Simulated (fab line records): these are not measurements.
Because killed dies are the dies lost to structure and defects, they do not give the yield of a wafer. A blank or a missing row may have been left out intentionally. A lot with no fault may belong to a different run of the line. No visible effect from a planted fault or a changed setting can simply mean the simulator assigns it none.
Matching of chambers ; flow nand_harc ; NHARC_P_ZERO_WELL_DESCUM_26 on rie_diel-12 has 4 sister chambers
The step chemistry O2, time 3 s. 8 wafers are shown with their chamber, then 10 later ones without.

WAFERS, EACH WITH ITS CHAMBER
wafer;chamber;drypump_motor_current_A (A);rf_vpp_V (V)
L089.1;0;5.7;58.8
L089.2;1;6.3;58.0
L089.6;0;5.8;59.0
L090.1;3;6.1;56.9
L090.3;2;5.1;59.0
L090.6;3;6.1;56.4
L093.2;2;5.1;56.8
L093.3;1;6.3;57.7

WAFERS WHOSE CHAMBER IS MISSING
wafer;drypump_motor_current_A (A);rf_vpp_V (V)
L093.6;5.1;58.4
L094.2;5.7;58.0
L094.4;6.3;58.1
L094.5;6.1;58.1
L096.1;5.1;57.5
L096.2;6.3;58.2
L096.3;6.1;56.9
L097.3;5.1;57.6
L097.4;5.7;59.2
L097.6;5.7;59.0

THE CHAMBER EACH PASSED THROUGH
wafer;from the rows above;in truth
L093.6;2;2
L094.2;0;0
L094.4;1;1
L094.5;3;3
L096.1;2;2
L096.2;1;1
L096.3;3;3
L097.3;2;2
L097.4;0;0
L097.6;0;0
Placed correctly: 10 of 10. Can't be placed from these rows: 0. Placed wrongly: 0.
How it was worked out, from the rows above alone: a wafer's distance from a chamber is the root of the sum, over the readings, of the square of ((its reading less the chamber's mean) divided by the reading's scatter). The wafer belongs to the nearest chamber; if the next one is less than 2 further off, it can't be placed. Each chamber's mean is taken over the wafers shown for it. The scatter: take each reading less its chamber's mean, square it, sum over the shown wafers, divide by the number of wafers less the number of chambers, and take the root.
